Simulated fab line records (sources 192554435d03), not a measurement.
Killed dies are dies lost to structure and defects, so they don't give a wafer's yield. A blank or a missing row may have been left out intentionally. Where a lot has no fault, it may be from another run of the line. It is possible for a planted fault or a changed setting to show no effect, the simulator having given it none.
Chamber matching | flow n5Finfet | N5_GATE_CUT_STRIP_42 on rieDiel-04: 4 sister chambers
The step strips in O2. 4 wafers are shown with their chamber, then 8 later ones without.

## WAFERS PAIRED WITH THEIR CHAMBERS
wafer  | chamber | showerheadPlenumPTorr (Torr)
L083.3 | 3       | 2.16
L084.2 | 0       | 2.09
L084.5 | 2       | 2.20
L088.1 | 1       | 2.17

## WAFERS WITHOUT THEIR CHAMBER
wafer  | showerheadPlenumPTorr (Torr)
L088.5 | 2.20
L088.6 | 2.17
L092.1 | 2.16
L092.2 | 2.19
L092.4 | 2.16
L094.1 | 2.19
L094.3 | 2.16
L094.6 | 2.16

## WHICH CHAMBER EACH WENT THROUGH
wafer  | from the rows above     | in truth
L088.5 | 2                       | 2
L088.6 | can't be placed: 1 or 3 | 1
L092.1 | can't be placed: 3 or 1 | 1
L092.2 | can't be placed: 2 or 1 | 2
L092.4 | can't be placed: 3 or 1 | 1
L094.1 | can't be placed: 2 or 1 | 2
L094.3 | can't be placed: 3 or 1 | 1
L094.6 | can't be placed: 3 or 1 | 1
Placed correctly: 1 of 8. These rows do not allow placing 7 (true chamber among the candidates in 7). Wrongly placed: 0.
How it was worked out, from the rows above alone: a wafer's distance from a chamber is the root of the sum, over the readings, of the square of ((its reading less the chamber's mean) divided by the reading's scatter). The wafer belongs to the nearest chamber; if the next one is less than 2 further off, it can't be placed. For every chamber, the mean is computed from those of its wafers that are shown. The scatter: root of mean squared gap, hidden wafer to nearest shown wafer, with one shown wafer a chamber.
